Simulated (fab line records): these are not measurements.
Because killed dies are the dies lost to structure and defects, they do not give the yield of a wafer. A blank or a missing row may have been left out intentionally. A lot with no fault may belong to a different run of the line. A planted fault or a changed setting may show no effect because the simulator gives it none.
A struck lot beside a sound one + flow n5Finfet + 16 steps out of a route of 1938
Sound: the wafers L200.1, L200.2, L200.5. Wafers L197.1, L197.2, L197.4 were the ones struck. The cause comes at the end.
For every step that has rows: the tool of each side, followed by ch and its chambers, followed by its first start. Under that, the readings that differ: sound wafers + struck wafers + difference of the means + sigmas: that difference in standard deviations of wafers without a fault.
alike: readings whose means differ by less than 2 such deviations, and words and numbers that are the same on both sides. not compared: withheld readings, readings that some wafer has no value for, bounds like >300 that may hide the same value, and numbers for which the record gives no deviation and whose values overlap.
The two part at a step that has a row with sigmas, a row that says differs or no value, or rows on one side only. Numbers that don't overlap but have no deviation are shown without sigmas and don't part them. A reading missing from all wafers of one side parts the sides only when that side holds two or more wafers.

first, 2 steps without rows for these wafers: N5_DUMMY_GATE_PRECLEAN_00 (cleans in O3/DIW, time 60 s); N5_DUMMY_GATE_SRD_01 (time 30 s).
N5_DUMMY_GATE_ALD_02: deposits SiO2, target thk 2 nm, pulse time 1 s.
  sound on aldSin-03 ch 0,1,3, day 5 13:53; struck on aldSin-01 ch 1,2,3, day 4 20:05
  alike: heaterPowerW, precursorPulseHeightRel
then, 3 steps without rows for these wafers: N5_DUMMY_GATE_CVD_03 (deposits a-Si from SiH4, target thk 150 nm, time 8042 s); N5_DUMMY_GATE_PRECLEAN_46 (cleans in DIW, time 89.5 s); N5_DUMMY_GATE_SRD_47 (dry time 32 s).
N5_DUMMY_GATE_CMP_04: polishes a-Si.
  sound on cmp-01 ch 0,3, day 5 17:44; struck on cmp-01 ch 0,1,3, day 5 00:41
  alike: motorCurrentA, slurryFlowMlMin, timeToEndpointS
N5_DUMMY_GATE_THK_MEAS_05:
  sound: filmMetro-02 at day 5 17:59; struck: filmMetro-01 at day 5 00:56
  alike: thkNm
then, 4 steps without rows for these wafers: N5_DUMMY_GATE_HM_DEP_06 (deposits SiNx from DCS/NH3, target thk 80 nm, time 5141 s); N5_DUMMY_GATE_PECVD_30 (deposits SiO2 from TEOS/O2, target thk 55 nm, time 10.8 s); N5_DUMMY_GATE_COAT_34 (time 60 s, resist thk 60 nm); N5_DUMMY_GATE_COAT_35 (time 60 s, resist thk 10 nm).
N5_DUMMY_GATE_COAT_28: time 60 s, resist thk 10 nm.
  sound on lithoTrack-02 ch 0, day 5 22:01; struck on lithoTrack-03 ch 0, day 5 04:58
| reading               | sound                | struck               | difference | sigmas |
|-----------------------|----------------------|----------------------|------------|--------|
| heaterPowerTotalW (W) | 393.2 393.6 391.2    | 372.4 376.1 375.3    | -18.1      | -14    |
| plateTempC (C)        | 205.31 205.09 205.20 | 197.55 197.62 197.71 | -7.57      | -50    |
  alike: spinSpeedRpm
then, 1 step without rows for these wafers: N5_DUMMY_GATE_COAT_09 (resist thk 30 nm).
-- here the record skips 6 days between the struck wafers' starts before and after, leaving off in module DUMMY_GATE and picking up in module BEOL_M4 (first step shown: number 1111 of the route) --
N5_BEOL_M4_RC_MEAS_101:
  sound on prober-02 ch 0, day 11 09:22; struck on prober-01 ch 0, day 10 19:35
| reading       | sound          | struck         | difference | sigmas |
|---------------|----------------|----------------|------------|--------|
| DIBL_N (mV/V) | 31.1 29.8 32.4 | 39.1 35.3 35.4 | +5.5       | +2     |
  alike: DIBL_P, IOFF_N, IOFF_P, ION_N, ION_P, SS_N, SS_P, VT_N, VT_P
after that, 1 step had no rows for these wafers: N5_PASSIVATION_PROBE_49.

== WHERE THEY PART ==
Earliest at N5_DUMMY_GATE_COAT_28; latest, in this record, at N5_BEOL_M4_RC_MEAS_101.

WHY: whatever the simulator had introduced
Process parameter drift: lithoTrack-03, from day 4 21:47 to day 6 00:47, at N5_DUMMY_GATE_COAT_28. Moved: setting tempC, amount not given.
